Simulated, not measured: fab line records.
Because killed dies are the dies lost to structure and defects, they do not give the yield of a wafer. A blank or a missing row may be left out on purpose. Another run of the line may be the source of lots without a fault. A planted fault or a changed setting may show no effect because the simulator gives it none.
fab line records -- flow nandHarc
[record] lots = 12, wafers = 36, lastDay = 24
route steps=1159 shown A_STAIRCASE@746 A_SGD_CUT@767 END@1159
lots that met no fault: taken from a fault-free run of the same line
startH: start of the lot's first displayed wafer, in hours after the record's first day -- waitH: hours from the lot's prior step to this one -- " identical to the entry in the row above -- L1.1+2: a row that stands for several wafers -- - either no value or no given start -- * or withheld: withheld -- < > ~ a bound
route shown NAME@n: names a module that has steps shown in the file, with the first one's number in the route -- usual: mean/standard deviation taken from wafers without a fault -- same: alike in all rows -- chamber/n: place in a boat -- sites: each site's reading -- _std_site: standard deviation of those values -- _edge_site: outer sites' mean less inner sites' -- radiusMm: how far each site lies from the wafer's centre -- mask NAME#n: copy n -- behind: the tool/chamber that last shaped the wafer -- hold: why the lot was held/for how many hours/how that ended -- device: the n, p or np transistor that did not switch -- end of line: the route-end tests of the same wafers -- a step without rows: its recipe alone -- killed: not the wafer's yield, but the dies lost to structure and defects at the first sort -- map: shows each die of a wafer: x if killed, . if not, _ if none is there
set.NAME: the setting the step ran with; set.NAME@STEP: the setting that earlier step ran with -- model.NAME: the simulator's own value behind a step, which no gauge read
steps of the route over a sample of lots; a table a step, a row a wafer
services: from which hour (startH, from the record's first day; less than 0 if before it) a tool's chamber was out of use, for how many hours, and why
[[steps]]
[step NHARC_A_STAIRCASE_INSPECT_155]
[usual] rawDefectCount = 327/120
lot.wafer,tool,chamber,startH,waitH,rawDefectCount
L598.1,defectInspect-01,-,303.27,0.1,612
L598.2,defectInspect-01,-,303.27,0.1,658
L598.3,defectInspect-01,-,303.27,0.1,538
L599.1,defectInspect-01,-,303.47,0.1,526
L599.3,defectInspect-01,-,303.47,0.1,400
L599.4,defectInspect-01,-,303.47,0.1,646
L600.3,defectInspect-01,-,316.38,0.1,304
L600.5,defectInspect-01,-,316.38,0.1,338
L600.6,defectInspect-01,-,316.38,0.1,269
L604.2,defectInspect-01,-,341.11,0.1,288
L604.3,defectInspect-01,-,341.11,0.1,254
L604.4,defectInspect-01,-,341.11,0.1,253
L607.1,defectInspect-01,-,363.02,0.1,256
L607.2,defectInspect-01,-,363.02,0.1,277
L607.4,defectInspect-01,-,363.02,0.1,262
L608.2,defectInspect-02,-,369.22,0.1,160
L608.4,defectInspect-02,-,369.22,0.1,230
L608.5,defectInspect-02,-,369.22,0.1,317
L612.2,defectInspect-01,-,379.51,0.1,192
L612.4,defectInspect-01,-,379.51,0.1,210
L612.5,defectInspect-01,-,379.51,0.1,272
L609.1,defectInspect-01,-,379.74,0.1,373
L609.3,defectInspect-01,-,379.74,0.1,827
L609.6,defectInspect-01,-,379.74,0.1,415
L616.1,defectInspect-01,-,420.98,0.1,479
L616.2,defectInspect-01,-,420.98,0.1,396
L616.6,defectInspect-01,-,420.98,0.1,338
L615.3,defectInspect-02,-,421.32,0.1,205
L615.4,defectInspect-02,-,421.32,0.1,293
L615.5,defectInspect-02,-,421.32,0.1,292
L621.1,defectInspect-02,-,436.18,0.1,357
L621.3,defectInspect-02,-,436.18,0.1,425
L621.4,defectInspect-02,-,436.18,0.1,301
L620.1,defectInspect-01,-,438.15,0.1,220
L620.3,defectInspect-01,-,438.15,0.1,230
L620.4,defectInspect-01,-,438.15,0.1,277
[step NHARC_A_SGD_CUT_STRIP_17]
[recipe] o2FlowSccm = 500, arFlowSccm = 0, biasW = 0, chemistry = O2
[usual] drypumpMotorCurrentA = 5.6/0.46, oesProductAu = 0.999/0.0073, rfVppV = 57.8/0.8, showerheadPlenumPTorr = 3.53/0.14, throttleValvePct = 17.037/0.0084
lot.wafer,tool,chamber,startH,waitH,drypumpMotorCurrentA,oesProductAu,rfHoursCounterH,rfVppV,showerheadPlenumPTorr,throttleValvePct
L598.2,rieDiel-04,0,-,-,5.4,1.007,0,57.0,3.53,17.029
L598.1,rieDiel-04,2,-,-,6.0,0.985,0,58.4,3.64,17.042
L598.3,rieDiel-04,3,-,-,6.0,0.990,0,57.4,3.29,17.028
L599.1,rieDiel-07,1,-,-,4.7,0.995,5,56.8,3.30,17.035
L599.4,rieDiel-07,3,-,-,5.7,1.011,5,57.8,3.75,17.039
L599.3,rieDiel-07,0,-,-,5.4,1.005,5,57.3,3.53,17.033
L600.3,rieDiel-04,2,-,-,6.0,1.000,2,59.5,3.64,17.029
L600.6,rieDiel-04,3,-,-,6.0,0.990,-,57.2,3.29,17.032
L600.5,rieDiel-04,0,-,-,5.3,1.009,-,58.7,3.53,17.045
L604.3,rieDiel-07,1,-,-,4.7,0.998,7,58.8,3.30,17.048
L604.2,rieDiel-07,2,-,-,6.4,0.991,7,57.7,3.72,17.037
L604.4,rieDiel-07,3,-,-,5.7,1.015,7,58.0,3.75,17.033
L607.4,rieDiel-04,3,-,-,6.0,1.008,7,59.1,3.29,17.024
L607.2,rieDiel-04,0,-,-,5.4,1.008,5,57.8,3.53,17.034
L607.1,rieDiel-04,1,-,-,5.0,1.000,7,56.8,3.55,17.057
L608.4,rieDiel-13,3,-,-,6.0,1.005,9,57.0,3.60,17.037
L608.2,rieDiel-13,1,-,-,5.8,1.007,10,58.8,3.58,17.042
L608.5,rieDiel-13,3,-,-,6.0,0.991,-,59.1,3.60,17.043
L612.4,rieDiel-13,3,-,-,6.0,0.991,10,58.1,3.60,17.052
L612.2,rieDiel-13,0,-,-,5.5,1.009,10,57.7,3.60,17.048
L612.5,rieDiel-13,1,-,-,5.8,0.994,-,57.9,3.58,17.043
L609.3,rieDiel-04,0,-,-,5.3,0.999,8,58.8,3.53,17.042
L609.1,rieDiel-04,1,-,-,5.0,0.995,9,58.9,3.55,17.048
L609.6,rieDiel-04,1,-,-,5.0,0.992,-,58.3,3.55,17.044
L616.1,rieDiel-07,0,-,-,5.4,1.004,1,58.4,3.52,17.045
L616.2,rieDiel-07,1,-,-,4.7,1.001,1,57.3,3.29,17.043
L616.6,rieDiel-07,3,-,-,5.7,1.002,-,56.5,3.74,17.041
L615.4,rieDiel-13,1,-,-,5.8,1.002,15,57.2,3.58,17.042
L615.3,rieDiel-13,0,-,-,5.5,1.005,15,59.0,3.59,17.040
L615.5,rieDiel-13,1,-,-,5.9,1.010,-,59.1,3.58,17.030
L621.4,rieDiel-04,2,-,-,6.0,0.980,14,57.0,3.64,17.030
L621.3,rieDiel-04,3,-,-,6.0,0.998,14,58.5,3.28,17.072
L621.1,rieDiel-04,0,-,-,5.3,0.992,13,57.9,3.53,17.038
L620.1,rieDiel-04,0,-,-,5.3,0.997,14,58.6,3.53,17.039
L620.3,rieDiel-04,1,-,-,5.0,0.986,15,56.9,3.55,17.030
L620.4,rieDiel-04,3,-,-,6.0,0.996,15,56.3,3.28,17.041
[step NHARC_A_SGD_CUT_ETCHBACK_24]
[recipe] targetDepthA = 500, overEtchFrac = 0.3, timeS = 92.857, ionEnergyEv = 120, ch3fFlowSccm = 50, o2FlowSccm = 30, arFlowSccm = 200, rfW = 500, biasW = 100, chemistry = CH3F/O2
[usual] drypumpMotorCurrentA = 5.6/0.47, oesProductAu = 0.97/0.037, rfVppV = 244.3/1.7, runLengthS = 114.1/0.55, showerheadPlenumPTorr = 2.46/0.1, throttleValvePct = 20.662/0.0088
lot.wafer,tool,chamber,startH,waitH,drypumpMotorCurrentA,oesProductAu,rfHoursCounterH,rfVppV,runLengthS,showerheadPlenumPTorr,throttleValvePct
L598.1,rieDiel-04,2,310.41,0.1,6.0,0.93,1,245.2,114.2,2.54,20.663
L598.3,rieDiel-04,0,310.41,0.1,5.3,0.92,1,242.7,114.1,2.46,20.665
L598.2,rieDiel-04,1,310.41,0.1,5.0,0.93,1,246.1,114.8,2.48,20.676
L599.1,rieDiel-13,0,310.42,0.1,5.5,0.95,3,247.1,114.6,2.51,20.668
L599.4,rieDiel-13,1,310.42,0.1,5.9,0.95,3,245.1,113.0,2.50,20.664
L599.3,rieDiel-13,2,310.42,0.1,5.3,0.94,4,240.7,114.7,2.34,20.680
L600.3,rieDiel-07,3,324.05,0.2,5.6,1.00,7,247.0,113.5,2.62,20.661
L600.6,rieDiel-07,0,324.05,0.2,5.4,1.01,-,243.4,113.7,2.46,20.666
L600.5,rieDiel-07,1,324.05,0.2,4.7,1.00,-,242.8,113.9,2.29,20.662
L604.3,rieDiel-07,1,348.21,0.1,4.7,0.93,8,243.0,114.4,2.29,20.657
L604.4,rieDiel-07,3,348.21,0.1,5.6,0.93,7,245.7,113.4,2.62,20.678
L604.2,rieDiel-07,0,348.21,0.1,5.4,0.93,8,243.8,113.8,2.46,20.664
L607.1,rieDiel-13,3,372.84,0.1,6.0,1.01,9,246.0,113.9,2.51,20.659
L607.4,rieDiel-13,0,372.84,0.1,5.5,1.00,9,245.6,114.7,2.51,20.643
L607.2,rieDiel-13,2,372.84,0.1,5.3,1.01,10,243.8,114.8,2.34,20.653
L608.2,rieDiel-07,0,376.40,0.1,5.4,1.01,10,246.3,94.0,2.45,20.665
L608.5,rieDiel-07,0,376.40,0.1,5.4,1.00,-,243.6,93.8,2.46,20.654
L608.4,rieDiel-07,1,376.40,0.1,4.7,1.00,-,241.0,113.9,2.29,20.679
L612.2,rieDiel-04,0,388.23,0.1,5.3,1.00,9,244.1,114.1,2.46,20.659
L612.4,rieDiel-04,1,388.23,0.1,5.0,1.01,10,245.1,115.0,2.48,20.664
L612.5,rieDiel-04,0,388.23,0.1,5.3,1.00,-,244.1,114.2,2.46,20.661
L609.3,rieDiel-13,0,388.23,0.2,5.5,1.00,11,245.6,114.1,2.51,20.665
L609.1,rieDiel-13,1,388.23,0.2,5.8,0.99,12,244.7,113.4,2.50,20.670
L609.6,rieDiel-13,1,388.23,0.2,5.8,1.01,-,244.4,113.2,2.50,20.655
L616.1,rieDiel-13,1,427.99,0.1,5.8,1.00,15,245.3,113.2,2.50,20.660
L616.2,rieDiel-13,3,427.99,0.1,6.0,1.01,14,244.0,114.2,2.51,20.659
L616.6,rieDiel-13,2,427.99,0.1,5.3,1.01,-,241.6,114.8,2.34,20.663
L615.4,rieDiel-04,3,428.14,0.1,6.0,0.99,13,241.0,113.6,2.28,20.669
L615.3,rieDiel-04,2,428.14,0.1,6.0,0.99,13,244.7,114.0,2.54,20.640
L615.5,rieDiel-04,3,428.14,0.1,6.0,1.01,-,241.4,113.9,2.28,20.661
L621.3,rieDiel-04,1,443.09,0.2,5.0,0.91,15,245.1,115.1,2.47,20.664
L621.1,rieDiel-04,3,443.09,0.2,5.9,0.92,15,242.2,113.6,2.28,20.661
L621.4,rieDiel-04,0,443.09,0.2,5.4,0.92,14,244.6,114.4,2.46,20.666
L620.4,rieDiel-13,1,443.09,0.1,5.8,1.00,16,243.4,113.2,2.49,20.670
L620.1,rieDiel-13,3,443.09,0.1,6.0,0.99,14,244.4,113.9,2.51,20.642
L620.3,rieDiel-13,0,443.09,0.1,5.5,0.99,16,243.7,114.6,2.50,20.663
[step NHARC_A_SGD_CUT_STRIP_28]
[recipe] timeS = 20, o2FlowSccm = 500, arFlowSccm = 0, biasW = 0, chemistry = O2
[usual] drypumpMotorCurrentA = 5.6/0.47, oesProductAu = 0.999/0.0075, rfVppV = 57.8/0.84, showerheadPlenumPTorr = 3.53/0.14, throttleValvePct = 17.036/0.0095
lot.wafer,tool,chamber,startH,waitH,drypumpMotorCurrentA,oesProductAu,rfHoursCounterH,rfVppV,showerheadPlenumPTorr,throttleValvePct
L598.3,rieDiel-04,2,-,-,6.1,0.989,1,57.9,3.64,17.033
L598.1,rieDiel-04,3,-,-,6.0,1.002,1,58.0,3.29,17.031
L598.2,rieDiel-04,0,-,-,5.4,1.012,1,58.8,3.53,17.031
L599.1,rieDiel-13,3,-,-,6.0,0.989,4,57.0,3.61,17.045
L599.4,rieDiel-13,1,-,-,5.8,0.993,3,58.1,3.59,17.041
L599.3,rieDiel-13,2,-,-,5.3,1.005,4,57.7,3.37,17.020
L600.3,rieDiel-07,2,-,-,6.4,0.993,6,59.3,3.72,17.045
L600.6,rieDiel-07,0,-,-,5.4,1.000,-,59.1,3.52,17.042
L600.5,rieDiel-07,1,-,-,4.7,0.995,-,57.8,3.30,17.041
L604.2,rieDiel-07,1,-,-,4.7,0.997,8,58.3,3.30,17.042
L604.4,rieDiel-07,2,-,-,6.4,1.003,7,57.9,3.72,17.047
L604.3,rieDiel-07,3,-,-,5.7,1.010,7,57.7,3.75,17.039
L607.1,rieDiel-13,1,-,-,5.8,1.004,10,58.3,3.58,17.023
L607.4,rieDiel-13,2,-,-,5.3,0.998,10,56.5,3.37,17.034
L607.2,rieDiel-13,3,-,-,6.0,0.992,9,59.8,3.60,17.038
L608.2,rieDiel-07,3,376.57,0.2,5.6,1.011,9,56.4,3.74,17.029
L608.4,rieDiel-07,1,376.57,0.2,4.7,1.004,-,58.3,3.30,17.037
L608.5,rieDiel-07,0,376.57,0.2,5.4,1.006,-,56.7,3.52,17.042
L612.4,rieDiel-04,2,-,-,6.0,1.004,9,58.5,3.64,17.031
L612.2,rieDiel-04,0,-,-,5.3,1.004,9,57.0,3.53,17.032
L612.5,rieDiel-04,2,-,-,6.0,0.995,-,58.1,3.64,17.037
L609.3,rieDiel-13,2,388.38,0.1,5.3,1.000,12,56.9,3.37,17.016
L609.1,rieDiel-13,1,388.38,0.1,5.8,0.998,12,57.9,3.58,17.032
L609.6,rieDiel-13,0,388.38,0.1,5.5,1.000,-,56.6,3.59,17.040
L616.2,rieDiel-13,1,-,-,5.8,1.003,15,57.5,3.58,17.033
L616.1,rieDiel-13,3,-,-,6.0,1.003,14,59.2,3.60,17.038
L616.6,rieDiel-13,1,-,-,5.8,1.009,-,57.8,3.58,17.025
L615.3,rieDiel-04,3,-,-,6.0,1.000,13,57.4,3.28,17.023
L615.4,rieDiel-04,0,-,-,5.3,0.997,12,58.2,3.53,17.038
L615.5,rieDiel-04,0,-,-,5.3,0.991,-,56.5,3.53,17.032
L621.1,rieDiel-04,3,-,-,6.0,0.988,15,56.9,3.28,17.035
L621.3,rieDiel-04,0,-,-,5.3,0.996,14,58.5,3.53,17.033
L621.4,rieDiel-04,2,-,-,6.1,0.980,15,58.0,3.64,17.033
L620.1,rieDiel-13,0,-,-,5.5,0.996,16,57.6,3.59,17.033
L620.4,rieDiel-13,1,-,-,5.8,1.003,16,58.8,3.58,17.029
L620.3,rieDiel-13,2,-,-,5.3,1.001,16,57.4,3.36,17.042
[step NHARC_END_SORT_01]
[recipe] tempC = 25
[usual] killedAtArray = 27/10, killedAtOther = 0.6/1, killedAtPeriphery = 3.4/2.7, killedDies = 31/9.7, killedOpen = 3.4/1.7, killedShort = 2.2/1.5
[same] grossDies = 677
lot.wafer,tool,chamber,startH,waitH,killedAtArray,killedAtOther,killedAtPeriphery,killedDies,killedOpen,killedShort
L608.2,prober-01,0,511.18,2.8,149,3,4,156,2,2
L608.4,prober-01,0,512.79,3.4,12,4,5,21,3,3
L608.5,prober-01,0,513.59,3.7,231,0,6,237,7,2
// killed by level:class
L608.2 A_SGD_CUT:areaEtchback=138 A_CHANNEL_HOLE_D1:chamberFilmFlake=4 P_ZERO_WELL:chamberFilmFlake=3 A_CONTACT:chamberFilmFlake=2 THIN_TSV:chamberFilmFlake=2 P_CONTACT:geometricParticle:open=1 A_CHANNEL_FILL_D1:geometricParticle:short=1 A_BLC:geometricParticle:short=1
L608.4 A_CHANNEL_HOLE_D1:chamberFilmFlake=4 THIN_TSV:chamberFilmFlake=4 P_ZERO_WELL:chamberFilmFlake=2 P_M2:chamberFilmFlake=2 A_CONTACT:chamberFilmFlake=2 P_M2:geometricParticle:open=1 A_ONON_D1:geometricParticle:short=1 A_SGD_CUT:geometricParticle:short=1
L608.5 A_SGD_CUT:areaEtchback=213 A_CHANNEL_HOLE_D1:chamberFilmFlake=5 A_CONTACT:chamberFilmFlake=4 P_CONTACT:geometricParticle:open=3 A_ONON_D1:geometricParticle:open=2 A_CHANNEL_FILL_D1:chamberFilmFlake=2 A_ONON_D1:geometricParticle:short=1 A_WL_FILL:geometricParticle:short=1
[[services]]
tool,chamber,startH,hours,kind
rieDiel-04,2,288.49,2.6,repair
rieDiel-04,-,289.09,9.0,pm
rieDiel-04,0,289.09,9.0,ventCycle
rieDiel-04,1,289.09,9.0,ventCycle
rieDiel-04,3,289.09,9.0,ventCycle
rieDiel-04,0,298.09,-,clean
rieDiel-04,1,298.09,-,clean
rieDiel-04,2,298.09,-,clean
rieDiel-04,3,298.09,-,clean
rieDiel-13,-,313.05,1.5,repair
rieDiel-04,0,322.67,-,clean
rieDiel-04,1,322.67,-,clean
rieDiel-04,2,322.67,-,clean
rieDiel-04,3,322.67,-,clean
rieDiel-04,0,340.37,7.3,repair
rieDiel-04,1,347.17,-,clean
rieDiel-04,2,347.17,-,clean
rieDiel-04,3,347.17,-,clean
rieDiel-07,1,359.94,4.6,repair
rieDiel-07,2,364.65,12.1,repair
rieDiel-04,0,371.67,-,clean
rieDiel-04,1,371.67,-,clean
rieDiel-13,3,384.56,8.6,repair
rieDiel-07,-,405.27,9.0,pm
[[key]]
[firstSign] step = NHARC_A_SGD_CUT_ETCHBACK_24, reading = runLengthS, direction = down, sigmas = 37, usual = *, struck = *
[effect] step = NHARC_END_SORT_01, reading = killedDies, direction = up, sigmas = 17, usual = 31, struck = 196
[moreKillsBornAt] NHARC_A_SGD_CUT_ETCHBACK_24@rieDiel-07 = 351
metAt NHARC_A_SGD_CUT_ETCHBACK_24
struckLots L608
struckWafers L608.2,L608.5
testerLeftOut L608
notActingAt NHARC_A_STAIRCASE_INSPECT_155,NHARC_A_SGD_CUT_STRIP_17,NHARC_A_SGD_CUT_STRIP_28
onsetBetween 348.21 376.40
[fault] kind = processParameterDrift, tool = rieDiel-07, chamber = 0, onsetH = 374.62, steps = NHARC_A_SGD_CUT_ETCHBACK_24, channel = timeS, offset = *, shape = step, endH = 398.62, actsIn = *, stated = *
// testerLeftOut: of these lots the tester's yield and bins aren't shown, on N5 and GAA mostly nor the transistor test; their killed dies are dies lost to structure and defects alone, not to doping, threshold or leakage, so they don't give the yield
